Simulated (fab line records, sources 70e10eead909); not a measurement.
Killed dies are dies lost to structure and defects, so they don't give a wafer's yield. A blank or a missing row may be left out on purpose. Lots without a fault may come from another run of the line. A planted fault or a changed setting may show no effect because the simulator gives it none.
One fault seen from 2 desks | flow nand_harc | each desk has only its own numbers; what lay behind them comes last

THE TOOL OWNER'S DESK: rie_diel-10
The tool's own readings at NHARC_A_BLC_ETCH_17 (etches the open film in N2/H2, target depth 390 nm, time 609.38 s): means of the sampled wafers that have a number, for each lot that ran on this tool. A lot is out of limits, marked OUT, if its mean lies more than 4 standard deviations from the usual mean; the brackets give that distance.
Columns: A = drypump_motor_current_A at NHARC_A_BLC_ETCH_17, usual 5.8 A; B = oes_product_au at NHARC_A_BLC_ETCH_17, usual 0.998 a.u.; C = rf_fwd_power_W at NHARC_A_BLC_ETCH_17, usual 399.4 W; D = rf_vpp_V at NHARC_A_BLC_ETCH_17, usual 430.8 V; E = run_length_s at NHARC_A_BLC_ETCH_17, usual 630.7 s; F = showerhead_plenum_p_Torr at NHARC_A_BLC_ETCH_17, usual 2.05 Torr; G = throttle_valve_pct at NHARC_A_BLC_ETCH_17, usual 14.171 %
lot  | first seen here | A   | B     | C     | D     | E               | F    | G
L672 | day 22 18:29    | 6.1 | 1.003 | 397.8 | 429.9 | 630.8           | 2.03 | 14.176
L673 | day 23 09:50    | 6.1 | 0.990 | 400.5 | 431.5 | 630.4           | 2.04 | 14.172
L675 | day 23 12:03    | 5.7 | 0.991 | 400.2 | 433.4 | 630.8           | 2.14 | 14.172
L683 | day 27 14:31    | 6.1 | 1.001 | 399.5 | 429.5 | 631.1           | 2.03 | 14.161
L687 | day 28 15:08    | 6.3 | 0.986 | 397.7 | 429.5 | 630.9           | 2.01 | 14.165
L686 | day 28 21:23    | 5.8 | 1.001 | 399.4 | 431.8 | 641.2 (+28) OUT | 2.09 | 14.171
L689 | day 30 08:54    | 5.6 | 1.001 | 397.8 | 433.1 | 641.0 (+28) OUT | 2.13 | 14.170
This desk's finding: out of limits on L686, L689; first on L686, day 28 21:23 (run_length_s at NHARC_A_BLC_ETCH_17). In limits: L672, L673, L675, L683, L687.

THE METROLOGY DESK
What the gauges read, lot by lot, whatever tool the lot ran on: means of the sampled wafers that have a number. A lot is out of limits, marked OUT, if its mean lies more than 4 standard deviations from the usual mean; the brackets give that distance.
Columns: A = cd_nm at NHARC_A_BLC_CD_MEAS_10, usual 100.1 nm
lot  | first seen here | A
L672 | day 22 18:07    | 99.6
L674 | day 23 03:37    | 99.6
L673 | day 23 09:29    | 99.8
L675 | day 23 11:41    | 100.8
L680 | day 25 19:56    | 100.3
L679 | day 25 23:44    | 100.1
L681 | day 27 09:40    | 100.3
L683 | day 27 14:10    | 99.4
L687 | day 28 14:47    | 99.6
L686 | day 28 20:58    | 99.4
L688 | day 29 02:29    | 100.7
L689 | day 30 08:32    | 100.7
This desk's finding: nothing out of limits on any of the 12 lots.

PUT TOGETHER
The tool owner's desk could have raised an alarm at day 28 21:23, on L686, L689.
The metrology desk saw nothing out of limits.
The metrology desk has L686, L689 on record, within its limits.
Of the lots named, all ran NHARC_A_BLC_ETCH_17 on rie_diel-10.

WHAT THE SIMULATOR HAD PUT IN
Process parameter drift: rie_diel-10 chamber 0, from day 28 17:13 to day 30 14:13, at NHARC_A_BLC_ETCH_17. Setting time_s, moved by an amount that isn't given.
Lots struck among those shown: L686, L689.
Hours from the fault's start to each desk's first reading out of limits: the tool owner's desk, 4.
